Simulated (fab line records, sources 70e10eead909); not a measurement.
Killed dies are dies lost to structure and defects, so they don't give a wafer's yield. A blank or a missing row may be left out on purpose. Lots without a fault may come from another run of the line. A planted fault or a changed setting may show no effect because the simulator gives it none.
Chamber matching | flow nand_harc | NHARC_P_GATE_ALD_36 on ald_sin-02: 4 sister chambers
The step deposits SiNx, target thk 20 nm, pulse time 60 s, ald cycles 223. 8 wafers are shown with their chamber, then 9 later ones without.

WAFERS WITH THEIR CHAMBER
wafer  | chamber | heater_power_w (W) | precursor_pulse_height_rel
L081.2 | 3       | 804                | 1.016
L081.3 | 2       | 883                | 0.989
L081.5 | 3       | 793                | 0.988
L084.2 | 1       | 749                | 1.023
L084.5 | 0       | 904                | 0.979
L086.3 | 0       | 922                | 1.001
L086.1 | 1       | 751                | 0.987
L086.2 | 2       | 867                | 1.006

WAFERS WITHOUT THEIR CHAMBER
wafer  | heater_power_w (W) | precursor_pulse_height_rel
L089.3 | 788                | 1.001
L089.6 | 908                | 0.959
L089.5 | 762                | 1.009
L091.1 | 887                | 0.975
L091.2 | 800                | 1.026
L091.5 | 871                | 1.017
L094.4 | 916                | 0.999
L094.1 | 742                | 0.969
L094.6 | 752                | 1.003

WHICH CHAMBER EACH WENT THROUGH
wafer  | from the rows above     | in truth
L089.3 | 3                       | 3
L089.6 | 0                       | 0
L089.5 | 1                       | 1
L091.1 | can't be placed: 2 or 0 | 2
L091.2 | 3                       | 3
L091.5 | 2                       | 2
L094.4 | 0                       | 0
L094.1 | 1                       | 1
L094.6 | 1                       | 1
Placed correctly: 8 of 9. Can't be placed from these rows: 1 (the true chamber is among the candidates in 1). Placed wrongly: 0.
How it was worked out, from the rows above alone: a wafer's distance from a chamber is the root of the sum, over the readings, of the square of ((its reading less the chamber's mean) divided by the reading's scatter). The wafer belongs to the nearest chamber; if the next one is less than 2 further off, it can't be placed. A chamber's mean is the mean of its shown wafers. The scatter: the root of (the sum of the squares of (reading less its chamber's mean) over the shown wafers, divided by (wafers less chambers)).
